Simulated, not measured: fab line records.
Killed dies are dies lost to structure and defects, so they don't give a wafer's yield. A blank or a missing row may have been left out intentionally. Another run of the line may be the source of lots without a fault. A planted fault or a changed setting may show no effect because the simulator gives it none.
Chamber matching / flow n5_finfet / N5_BEOL_M14_ETCH_59 on rie_diel-03 has 4 sister chambers
The step etches BARC in N2/H2, target depth 89 nm, overetch 26.7 nm, time 67.9 s. 8 wafers are shown with their chamber, then 9 later ones without.

## WAFERS PAIRED WITH THEIR CHAMBERS
wafer=L075.4; chamber=3; throttle_valve_pct (%)=18.31; drypump_motor_current_A (A)=5.6
wafer=L080.2; chamber=3; throttle_valve_pct (%)=18.32; drypump_motor_current_A (A)=5.6
wafer=L083.2; chamber=2; throttle_valve_pct (%)=17.78; drypump_motor_current_A (A)=6.0
wafer=L084.4; chamber=1; throttle_valve_pct (%)=17.46; drypump_motor_current_A (A)=5.3
wafer=L084.5; chamber=0; throttle_valve_pct (%)=18.39; drypump_motor_current_A (A)=6.3
wafer=L085.1; chamber=0; throttle_valve_pct (%)=18.39; drypump_motor_current_A (A)=6.3
wafer=L085.3; chamber=2; throttle_valve_pct (%)=17.80; drypump_motor_current_A (A)=6.0
wafer=L085.5; chamber=1; throttle_valve_pct (%)=17.48; drypump_motor_current_A (A)=5.2

## WAFERS WITHOUT THEIR CHAMBER
wafer=L086.1; throttle_valve_pct (%)=18.40; drypump_motor_current_A (A)=6.3
wafer=L086.4; throttle_valve_pct (%)=17.82; drypump_motor_current_A (A)=6.1
wafer=L086.5; throttle_valve_pct (%)=17.83; drypump_motor_current_A (A)=5.6
wafer=L088.1; throttle_valve_pct (%)=17.50; drypump_motor_current_A (A)=5.2
wafer=L088.3; throttle_valve_pct (%)=17.87; drypump_motor_current_A (A)=5.6
wafer=L088.6; throttle_valve_pct (%)=17.85; drypump_motor_current_A (A)=5.6
wafer=L095.1; throttle_valve_pct (%)=18.00; drypump_motor_current_A (A)=6.2
wafer=L095.3; throttle_valve_pct (%)=17.51; drypump_motor_current_A (A)=5.2
wafer=L095.5; throttle_valve_pct (%)=17.88; drypump_motor_current_A (A)=5.6

## CHAMBER TAKEN BY EACH
wafer=L086.1; from the rows above=0; in truth=0
wafer=L086.4; from the rows above=2; in truth=2
wafer=L086.5; from the rows above=2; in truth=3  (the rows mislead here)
wafer=L088.1; from the rows above=1; in truth=1
wafer=L088.3; from the rows above=2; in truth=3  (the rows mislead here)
wafer=L088.6; from the rows above=2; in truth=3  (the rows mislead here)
wafer=L095.1; from the rows above=2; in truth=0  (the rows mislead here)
wafer=L095.3; from the rows above=1; in truth=1
wafer=L095.5; from the rows above=2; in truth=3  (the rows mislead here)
Correctly placed: 4 of 9. From these rows, 0 cannot be placed. Placed wrongly: 5.
How it was worked out, from the rows above alone: a wafer's distance from a chamber is the root of the sum, over the readings, of the square of ((its reading less the chamber's mean) divided by the reading's scatter). If the next closest chamber is less than 2 further off than the closest, the wafer can't be placed; otherwise it belongs to the closest. A chamber's mean is the mean of its shown wafers. How the scatter is found: for the shown wafers, subtract from each reading the mean of its chamber, square and add these, divide the total by (wafers less chambers), then take the root.
